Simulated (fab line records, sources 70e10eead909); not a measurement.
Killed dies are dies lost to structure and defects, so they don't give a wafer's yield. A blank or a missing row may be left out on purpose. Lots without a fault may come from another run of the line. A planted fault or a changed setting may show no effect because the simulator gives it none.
Which tool did it? | flow nand_harc | 24 lots, 72 wafers sampled, at 6 steps of a route of 1302

WHAT THE GAUGES READ, wafer by wafer
NHARC_A_CONTACT_INSPECT_71.
lot  | measured     | on                | raw_defect_count
L074 | day 21 17:55 | defect_inspect-01 | 55 65 59
L076 | day 22 01:56 | defect_inspect-01 | 80 102 106
L075 | day 22 08:12 | defect_inspect-02 | 51 56 41
L078 | day 22 22:16 | defect_inspect-02 | 118 109 102
L077 | day 22 22:46 | defect_inspect-01 | 64 45 69
L079 | day 23 07:40 | defect_inspect-02 | 98 103 106
L081 | day 24 19:00 | defect_inspect-02 | 89 77 74
L080 | day 25 09:21 | defect_inspect-02 | 116 119 108
L083 | day 25 16:16 | defect_inspect-01 | 146 109 121
L082 | day 25 19:26 | defect_inspect-02 | 44 32 40
L084 | day 25 23:04 | defect_inspect-01 | 52 63 72
L085 | day 26 11:08 | defect_inspect-02 | 37 41 29
L087 | day 27 04:55 | defect_inspect-02 | 29 17 19
L086 | day 27 03:48 | defect_inspect-01 | 100 109 96
L088 | day 27 19:04 | defect_inspect-01 | 109 109 108
L089 | day 27 22:15 | defect_inspect-01 | 48 49 32
L091 | day 28 07:36 | defect_inspect-01 | 75 80 68
L090 | day 28 17:04 | defect_inspect-02 | 89 70 64
L092 | day 29 09:31 | defect_inspect-01 | 104 116 97
L093 | day 29 22:35 | defect_inspect-01 | 122 109 110
L094 | day 31 01:46 | defect_inspect-01 | 88 94 96
L097 | day 31 05:40 | defect_inspect-01 | 86 84 82
L096 | day 31 05:00 | defect_inspect-01 | 26 20 19
L095 | day 31 09:58 | defect_inspect-01 | 97 66 75

NHARC_A_CONTACT_CD_MEAS_80.
lot  | measured     | on        | cd_nm (nm)
L074 | day 21 22:09 | cd_sem-03 | 287.9 289.0 289.4
L076 | day 22 06:10 | cd_sem-01 | 289.7 289.9 290.6
L075 | day 22 12:25 | cd_sem-01 | 289.5 289.9 290.5
L078 | day 23 03:01 | cd_sem-01 | 290.7 290.2 290.1
L077 | day 23 04:58 | cd_sem-03 | 290.0 291.3 290.8
L079 | day 23 12:18 | cd_sem-01 | 289.6 289.6 290.1
L081 | day 25 00:35 | cd_sem-03 | 289.7 291.4 290.5
L080 | day 25 13:37 | cd_sem-02 | 289.3 289.7 289.5
L083 | day 25 21:02 | cd_sem-03 | 290.3 290.6 291.7
L082 | day 26 00:27 | cd_sem-01 | 289.2 289.4 289.6
L084 | day 26 03:33 | cd_sem-02 | 289.6 290.4 289.8
L085 | day 26 15:20 | cd_sem-03 | 289.8 289.8 290.2
L087 | day 27 09:28 | cd_sem-02 | 288.7 288.8 289.1
L086 | day 27 08:02 | cd_sem-02 | 289.7 289.8 289.9
L088 | day 27 23:58 | cd_sem-02 | 290.1 289.9 289.4
L089 | day 28 03:37 | cd_sem-03 | 290.2 289.9 290.0
L091 | day 28 12:01 | cd_sem-03 | 288.4 289.2 288.6
L090 | day 28 21:17 | cd_sem-01 | 290.4 291.2 291.0
L092 | day 29 14:05 | cd_sem-03 | 291.4 291.0 292.0
L093 | day 30 02:49 | cd_sem-02 | 289.3 288.6 288.6
L094 | day 31 05:59 | cd_sem-01 | 290.3 290.4 289.8
L097 | day 31 11:34 | cd_sem-03 | 288.7 289.6 289.3
L096 | day 31 09:13 | cd_sem-03 | 289.2 290.2 290.5
L095 | day 31 14:29 | cd_sem-03 | 289.8 290.3 290.1

WHICH TOOL RAN EACH LOT (tool, then ch and the chambers of the sampled wafers, then the start)
lot  | NHARC_A_CONTACT_DEP_24          | NHARC_A_CONTACT_ETCH_116             | NHARC_A_CONTACT_ETCH_118             | NHARC_A_CONTACT_DEP_58
L074 | pecvd-02 ch 0,2, day 20 21:18   | har_cap_etch-03 ch 0,1, day 21 06:38 | har_cap_etch-03 ch 0,1, day 21 06:59 | pecvd-02 ch 0,1,2, day 21 17:07
L076 | pecvd-02 ch 1,2, day 21 08:50   | har_cap_etch-03 ch 0,1, day 21 17:31 | har_cap_etch-03 ch 0,1, day 21 17:50 | pecvd-03 ch 0,1,2, day 22 01:13
L075 | pecvd-03 ch 1,2, day 21 14:03   | har_cap_etch-02 ch 0,1, day 22 00:45 | har_cap_etch-02 ch 0,1, day 22 01:05 | pecvd-02 ch 0,1, day 22 07:32
L078 | pecvd-02 ch 1,2, day 22 02:25   | har_cap_etch-03 ch 0,1, day 22 10:56 | har_cap_etch-03 ch 0,1, day 22 11:16 | pecvd-03 ch 0,2, day 22 21:32
L077 | pecvd-01 ch 0,1, day 22 02:51   | har_cap_etch-01 ch 0,1, day 22 11:38 | har_cap_etch-01 ch 0,1, day 22 12:05 | pecvd-02 ch 0,1,2, day 22 21:58
L079 | pecvd-03 ch 0,1, day 22 12:35   | har_cap_etch-01 ch 1, day 22 23:22   | har_cap_etch-01 ch 1, day 22 23:50   | pecvd-03 ch 0,2, day 23 06:50
L081 | pecvd-03 ch 0,2, day 24 01:55   | har_cap_etch-03 ch 0,1, day 24 11:32 | har_cap_etch-03 ch 0,1, day 24 11:53 | pecvd-01 ch 0,1,2, day 24 18:13
L080 | pecvd-01 ch 0,2, day 24 14:17   | har_cap_etch-01 ch 0,1, day 24 22:41 | har_cap_etch-01 ch 0,1, day 24 23:01 | pecvd-03 ch 0,1,2, day 25 08:31
L083 | pecvd-01 ch 1,2, day 24 23:52   | har_cap_etch-03 ch 0,1, day 25 08:45 | har_cap_etch-03 ch 0,1, day 25 09:05 | pecvd-01 ch 0,2, day 25 15:27
L082 | pecvd-03 ch 0,2, day 24 23:57   | har_cap_etch-01 ch 0,1, day 25 09:56 | har_cap_etch-01 ch 0,1, day 25 10:17 | pecvd-01 ch 0,1, day 25 18:43
L084 | pecvd-02 ch 0,1,2, day 25 06:16 | har_cap_etch-03 ch 0,1, day 25 14:52 | har_cap_etch-03 ch 0,1, day 25 15:13 | pecvd-03 ch 0,2, day 25 22:21
L085 | pecvd-03 ch 0,2, day 25 15:29   | har_cap_etch-03 ch 0,1, day 26 02:35 | har_cap_etch-03 ch 0,1, day 26 02:55 | pecvd-03 ch 1,2, day 26 10:27
L087 | pecvd-02 ch 1,2, day 26 11:21   | har_cap_etch-03 ch 0,1, day 26 21:30 | har_cap_etch-03 ch 0,1, day 26 21:51 | pecvd-03 ch 0,2, day 27 04:08
L086 | pecvd-01 ch 0,1,2, day 26 11:28 | har_cap_etch-01 ch 0,1, day 26 20:33 | har_cap_etch-01 ch 0,1, day 26 20:53 | pecvd-02 ch 0,1,2, day 27 03:10
L088 | pecvd-02 ch 0,1,2, day 27 02:41 | har_cap_etch-02 ch 0,1, day 27 11:46 | har_cap_etch-02 ch 0,1, day 27 12:06 | pecvd-01 ch 0,1,2, day 27 18:21
L089 | pecvd-01 ch 0,1, day 27 02:54   | har_cap_etch-01 ch 0,1, day 27 12:41 | har_cap_etch-01 ch 0,1, day 27 13:01 | pecvd-03 ch 0,1, day 27 21:35
L091 | pecvd-01 ch 0,2, day 27 15:03   | har_cap_etch-01 ch 0,1, day 28 00:01 | har_cap_etch-01 ch 0,1, day 28 00:22 | pecvd-03 ch 0,1, day 28 06:47
L090 | pecvd-03 ch 1,2, day 28 01:13   | har_cap_etch-01 ch 0,1, day 28 09:37 | har_cap_etch-01 ch 0,1, day 28 09:57 | pecvd-01 ch 0,1,2, day 28 16:14
L092 | pecvd-03 ch 0,1, day 28 11:23   | har_cap_etch-03 ch 0,1, day 28 19:57 | har_cap_etch-03 ch 0,1, day 28 20:17 | pecvd-02 ch 0,2, day 29 08:42
L093 | pecvd-03 ch 0,1, day 29 06:51   | har_cap_etch-03 ch 0,1, day 29 15:14 | har_cap_etch-03 ch 0,1, day 29 15:35 | pecvd-02 ch 1,2, day 29 21:46
L094 | pecvd-01 ch 0,2, day 30 08:36   | har_cap_etch-01 ch 0,1, day 30 17:11 | har_cap_etch-01 ch 0,1, day 30 17:31 | pecvd-03 ch 0,1, day 31 00:57
L097 | pecvd-03 ch 0,2, day 30 08:41   | har_cap_etch-03 ch 0,1, day 30 20:14 | har_cap_etch-03 ch 0,1, day 30 20:34 | pecvd-01 ch 0,1, day 31 04:51
L096 | pecvd-02 ch 0,1,2, day 30 08:44 | har_cap_etch-02 ch 0,1, day 30 19:20 | har_cap_etch-02 ch 0,1, day 30 19:40 | pecvd-02 ch 0,1,2, day 31 04:09
L095 | pecvd-03 ch 0,1,2, day 30 14:52 | har_cap_etch-01 ch 0,1, day 31 01:24 | har_cap_etch-01 ch 0,1, day 31 01:58 | pecvd-03 ch 0,1,2, day 31 09:20
- NHARC_A_CONTACT_DEP_24: deposits SiO2, target thk 500 nm.
- NHARC_A_CONTACT_ETCH_116: etches the open film in C4F8/O2/Ar, time 190 s, target depth 1850 nm.
- NHARC_A_CONTACT_ETCH_118: etches the open film in C4F8/O2/Ar, time 190 s, target depth 1850 nm.
- NHARC_A_CONTACT_DEP_58: deposits SiON, target thk 90 nm.

WHAT THE TOOLS THEMSELVES READ (means of the sampled wafers that have a number; where no wafer has one, the mark that the record gives instead)
NHARC_A_CONTACT_DEP_24.
lot  | tool     | heater_power_w (W) | throttle_valve_pct (%)
L074 | pecvd-02 | 599                | 15.6
L076 | pecvd-02 | 527                | 15.5
L075 | pecvd-03 | 450                | 16.0
L078 | pecvd-02 | 514                | 16.4
L077 | pecvd-01 | 605                | 16.1
L079 | pecvd-03 | 418                | 16.7
L081 | pecvd-03 | 518                | 16.7
L080 | pecvd-01 | 573                | 16.5
L083 | pecvd-01 | 501                | 15.8
L082 | pecvd-03 | 490                | 15.6
L084 | pecvd-02 | 574                | 15.9
L085 | pecvd-03 | 469                | 15.8
L087 | pecvd-02 | 516                | 15.9
L086 | pecvd-01 | 569                | 16.0
L088 | pecvd-02 | 534                | 15.9
L089 | pecvd-01 | 547                | 16.0
L091 | pecvd-01 | 494                | 15.9
L090 | pecvd-03 | 468                | 15.9
L092 | pecvd-03 | 447                | 16.6
L093 | pecvd-03 | 465                | 16.8
L094 | pecvd-01 | 480                | 16.1
L097 | pecvd-03 | 439                | 16.5
L096 | pecvd-02 | 551                | 16.0
L095 | pecvd-03 | 475                | 16.2

NHARC_A_CONTACT_DEP_58.
lot  | tool     | heater_power_w (W)
L074 | pecvd-02 | 733
L076 | pecvd-03 | 651
L075 | pecvd-02 | 791
L078 | pecvd-03 | 709
L077 | pecvd-02 | 774
L079 | pecvd-03 | 728
L081 | pecvd-01 | 717
L080 | pecvd-03 | 692
L083 | pecvd-01 | 817
L082 | pecvd-01 | 793
L084 | pecvd-03 | 655
L085 | pecvd-03 | 727
L087 | pecvd-03 | 645
L086 | pecvd-02 | 733
L088 | pecvd-01 | 758
L089 | pecvd-03 | 623
L091 | pecvd-03 | 610
L090 | pecvd-01 | 754
L092 | pecvd-02 | 692
L093 | pecvd-02 | 676
L094 | pecvd-03 | 597
L097 | pecvd-01 | 789
L096 | pecvd-02 | 719
L095 | pecvd-03 | 682

THE ANSWER, worked out from the rows above alone
Rule: what is usual is taken from the lots themselves. Put in order of their means at a reading, lots are off if they are a third of the lots or fewer, leave a main group of 4 or more, and stand apart from it by a gap of 3 or more times the standard deviation of the main group's means; of several such gaps the widest counts. A main group whose means are all the same, to the digits that the tables above print for the reading, isn't used. A lot without any number at a reading at which 4 lots or more have one is off too. The other lots that the step has rows for count as sound. The gauges are gone through in route order, then the tools' own readings, and for those a lot's mean is taken as printed above. The first step at which some lot is off is used, and at that step the reading that is off furthest; a lot without a number counts as furthest.
No lot is off at any reading shown: from this, nothing can be told.

WHAT THE SIMULATOR HAD PUT IN
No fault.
